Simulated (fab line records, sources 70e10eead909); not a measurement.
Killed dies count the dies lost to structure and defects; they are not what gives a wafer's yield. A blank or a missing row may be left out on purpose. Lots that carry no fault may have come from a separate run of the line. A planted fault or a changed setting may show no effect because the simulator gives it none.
Chamber matching	flow nand harc	4 sister chambers for NHARC_A_STAIRCASE_STRIP_476 on rie diel-11
The step strips in O2, time 20 s. 4 wafers are shown with their chamber, then 11 later ones without.

== WAFERS, EACH WITH ITS CHAMBER ==
wafer	chamber	showerhead plenum p Torr (Torr)
L084.5	2	3.74
L085.4	3	3.51
L085.5	1	3.77
L090.3	0	3.65

== WAFERS WITH NO CHAMBER GIVEN ==
wafer	showerhead plenum p Torr (Torr)
L090.5	3.50
L090.6	3.73
L088.4	3.76
L088.5	3.76
L088.6	3.73
L089.2	3.50
L089.4	3.76
L089.5	3.65
L093.1	3.75
L093.2	3.65
L093.6	3.72

== WHICH CHAMBER EACH ONE RAN IN ==
wafer	from the rows above	in truth
L090.5	3	3
L090.6	2	2
L088.4	can't be placed: 1 or 2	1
L088.5	can't be placed: 1 or 2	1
L088.6	2	2
L089.2	3	3
L089.4	can't be placed: 1 or 2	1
L089.5	0	0
L093.1	can't be placed: 2 or 1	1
L093.2	0	0
L093.6	2	2
Correctly placed: 7 of 11. Cannot be placed on the basis of these rows: 4; the candidates contain the true chamber in 4. Number placed wrongly: 0.
How it was worked out, from the rows above alone: a wafer's distance from a chamber is the root of the sum, over the readings, of the square of ((its reading less the chamber's mean) divided by the reading's scatter). The wafer belongs to the nearest chamber; if the next one is less than 2 further off, it can't be placed. A chamber's mean is the mean of its shown wafers. The scatter: with one shown wafer a chamber, the root of the mean of the squares of how far each hidden wafer lies from its nearest shown one.
